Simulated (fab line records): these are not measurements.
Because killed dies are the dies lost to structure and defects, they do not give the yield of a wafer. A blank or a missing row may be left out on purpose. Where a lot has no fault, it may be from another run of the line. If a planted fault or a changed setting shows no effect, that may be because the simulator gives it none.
One fault seen from 3 desks / flow n5_finfet / only its own numbers are on each desk; what lay behind them is given at the end

TOOL OWNER'S DESK, litho_track-01
The tool's own readings at N5_HKMG_FIN_COAT_42 (time 60 s, resist thk 35 nm): means of the sampled wafers that have a number, for each lot that ran on this tool. Any lot whose mean is over 4 standard deviations away from the usual mean is out of limits and marked OUT; that distance is given in the brackets.
Columns: A = plate_temp_C at N5_HKMG_FIN_COAT_42, usual 219.96 C; B = spin_speed_rpm at N5_HKMG_FIN_COAT_42, usual 1500.0 rpm
lot=L240; first seen here=day 4 13:06; A=219.96; B=1499.9
lot=L259; first seen here=day 9 06:37; A=220.01; B=2247.6 (+99 or more) OUT
lot=L260; first seen here=day 9 10:29; A=219.98; B=2249.3 (+99 or more) OUT
This desk's finding: out of limits on L259, L260; first on L259, day 9 06:37 (spin_speed_rpm at N5_HKMG_FIN_COAT_42). L240 stayed within limits.

THE DEFECT DESK
Per lot, the means of the sampled wafers with a number show what the inspections along the route counted. Any lot whose mean is over 4 standard deviations away from the usual mean is out of limits and marked OUT; that distance is given in the brackets.
Columns: A = raw_defect_count at N5_DUMMY_REMOVAL_INSPECT_06, usual 13; B = raw_defect_count at N5_HKMG_FIN_INSPECT_61, usual 2.0
lot=L239; first seen here=day 4 06:21; A=8; B=2.0
lot=L240; first seen here=day 4 12:10; A=9; B=1.0
lot=L249; first seen here=day 6 18:02; A=15; B=3.7
lot=L259; first seen here=day 9 05:40; A=11; B=1.0
lot=L260; first seen here=day 9 09:32; A=25; B=1.3
lot=L261; first seen here=day 9 17:57; A=9; B=2.3
Finding of this desk: none of the 6 lots has anything out of limits.

AT THE METROLOGY DESK
What the gauges read for every lot (on any tool): the sampled wafers with a number, averaged. Any lot whose mean is over 4 standard deviations away from the usual mean is out of limits and marked OUT; that distance is given in the brackets.
Columns: A = cd_nm at N5_HKMG_FIN_CD_MEAS_49, usual 202.0 nm; B = NDIPOLE_OVL at N5_HKMG_FIN_OVL_MEAS_50, usual 0.0 nm
lot=L239; first seen here=day 4 07:42; A=201.4; B=-0.7
lot=L240; first seen here=day 4 13:28; A=202.5; B=-0.2
lot=L249; first seen here=day 6 19:13; A=203.4; B=-0.6
lot=L259; first seen here=day 9 06:58; A=201.5; B=0.8
lot=L260; first seen here=day 9 10:50; A=202.7; B=-0.2
lot=L261; first seen here=day 9 19:15; A=202.1; B=0.6
Finding of this desk: none of the 6 lots has anything out of limits.

PUT TOGETHER
At day 9 06:37, on L259, L260, the tool owner's desk was in a position to raise an alarm.
Nothing the defect desk looked at was out of limits.
The metrology desk saw nothing out of limits.
The defect desk has L259, L260 on record, within its limits.
The metrology desk holds a record of L259, L260, inside its limits.
All the named lots went through N5_HKMG_FIN_COAT_42 on litho_track-01.

WHAT THE SIMULATOR PUT IN
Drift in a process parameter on litho_track-01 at N5_HKMG_FIN_COAT_42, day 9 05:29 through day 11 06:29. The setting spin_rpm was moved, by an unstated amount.
Struck lots among those shown: L259, L260.
Delay in hours, fault start to first out-of-limits reading, by desk: the tool owner's desk at 1.
